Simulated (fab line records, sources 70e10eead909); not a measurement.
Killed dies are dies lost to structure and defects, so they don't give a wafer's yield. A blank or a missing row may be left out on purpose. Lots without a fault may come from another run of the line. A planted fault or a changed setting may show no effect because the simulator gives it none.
Chamber matching | flow nand_harc | NHARC_A_M0_DESCUM_14 on rie_diel-05: 4 sister chambers
The step chemistry O2, time 3 s. 4 wafers are shown with their chamber, then 10 later ones without.

WAFERS WITH THEIR CHAMBER
wafer  | chamber | oes_product_au (a.u.)
L222.4 | 1       | 0.995
L222.6 | 0       | 0.998
L230.3 | 3       | 1.004
L230.4 | 2       | 1.026

WAFERS WITHOUT THEIR CHAMBER
wafer  | oes_product_au (a.u.)
L230.6 | 1.020
L227.3 | 1.024
L227.4 | 1.012
L227.5 | 0.999
L233.1 | 0.990
L233.4 | 1.016
L233.6 | 1.010
L232.3 | 1.017
L232.4 | 1.008
L232.6 | 1.018

WHICH CHAMBER EACH WENT THROUGH
wafer  | from the rows above               | in truth
L230.6 | can't be placed: 2 or 3           | 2
L227.3 | 2                                 | 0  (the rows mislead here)
L227.4 | can't be placed: 3 or 0 or 2 or 1 | 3
L227.5 | can't be placed: 0 or 1 or 3      | 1
L233.1 | can't be placed: 1 or 0 or 3      | 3
L233.4 | can't be placed: 2 or 3 or 0 or 1 | 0
L233.6 | can't be placed: 3 or 0 or 1 or 2 | 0
L232.3 | can't be placed: 2 or 3 or 0 or 1 | 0
L232.4 | can't be placed: 3 or 0 or 1      | 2
L232.6 | can't be placed: 2 or 3 or 0      | 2
Placed correctly: 0 of 10. Can't be placed from these rows: 9 (the true chamber is among the candidates in 8). Placed wrongly: 1.
How it was worked out, from the rows above alone: a wafer's distance from a chamber is the root of the sum, over the readings, of the square of ((its reading less the chamber's mean) divided by the reading's scatter). The wafer belongs to the nearest chamber; if the next one is less than 2 further off, it can't be placed. A chamber's mean is the mean of its shown wafers. The scatter: with one shown wafer a chamber, the root of the mean of the squares of how far each hidden wafer lies from its nearest shown one.
